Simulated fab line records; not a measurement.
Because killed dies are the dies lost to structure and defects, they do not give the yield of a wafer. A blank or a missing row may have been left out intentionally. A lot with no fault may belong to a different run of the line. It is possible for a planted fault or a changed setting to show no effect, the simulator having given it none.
Which tool is to blame? || flow n5_finfet || 6 lots, 15 wafers sampled, at 2 steps of a route of 1938

WHAT THE GAUGES SHOWED, per wafer
N5_BEOL_M9_CD_MEAS_35: target cd 70 nm, target cd y 40 nm.
{"lot": "L821", "measured": "day 15 20:49", "on": "cd_sem-02", "cd_nm (nm)": "69.5 70.5 69.0"}
{"lot": "L827", "measured": "day 17 19:34", "on": "cd_sem-01", "cd_nm (nm)": "69.4 69.1 70.2"}
{"lot": "L833", "measured": "day 20 01:11", "on": "cd_sem-01", "cd_nm (nm)": "68.8 69.9 69.1"}
{"lot": "L836", "measured": "day 21 02:20", "on": "cd_sem-01", "cd_nm (nm)": "70.4 69.8"}
{"lot": "L837", "measured": "day 21 23:37", "on": "cd_sem-03", "cd_nm (nm)": "70.5 69.8"}
{"lot": "L840", "measured": "day 22 06:52", "on": "cd_sem-02", "cd_nm (nm)": "69.0 69.6"}

WHICH TOOL RAN EACH LOT (tool, then ch and the chambers of the sampled wafers, then the start)
{"lot": "L821", "N5_BEOL_M9_VIA_ETCH_34": "rie_diel-05 ch 0,1, day 15 20:16"}
{"lot": "L827", "N5_BEOL_M9_VIA_ETCH_34": "rie_diel-04 ch 0,1,2, day 17 19:08"}
{"lot": "L833", "N5_BEOL_M9_VIA_ETCH_34": "rie_diel-04 ch 0,3, day 20 00:46"}
{"lot": "L836", "N5_BEOL_M9_VIA_ETCH_34": "rie_diel-05 ch 1,2, day 21 01:55"}
{"lot": "L837", "N5_BEOL_M9_VIA_ETCH_34": "rie_diel-05 ch 0,2, day 21 23:10"}
{"lot": "L840", "N5_BEOL_M9_VIA_ETCH_34": "rie_diel-01 ch 1, day 22 06:20"}
- N5_BEOL_M9_VIA_ETCH_34: etches SiCOH lowk in C4F6/O2, target depth 182.4 nm, time 68.4 s.

THE ANSWER, worked out from the rows above alone
Rule: the usual values come from the lots themselves. Put in order of their means at a reading, lots are off if they are a third of the lots or fewer, leave a main group of 4 or more, and stand apart from it by a gap of 3 or more times the standard deviation of the main group's means; of several such gaps the widest counts. Not used: any main group whose means are identical at the precision the tables above print for the reading. A lot without any number at a reading at which 4 lots or more have one is off too. All remaining lots with rows at the step are treated as sound.
None of the lots is off at any reading shown; this tells nothing.

WHAT THE SIMULATOR PUT IN
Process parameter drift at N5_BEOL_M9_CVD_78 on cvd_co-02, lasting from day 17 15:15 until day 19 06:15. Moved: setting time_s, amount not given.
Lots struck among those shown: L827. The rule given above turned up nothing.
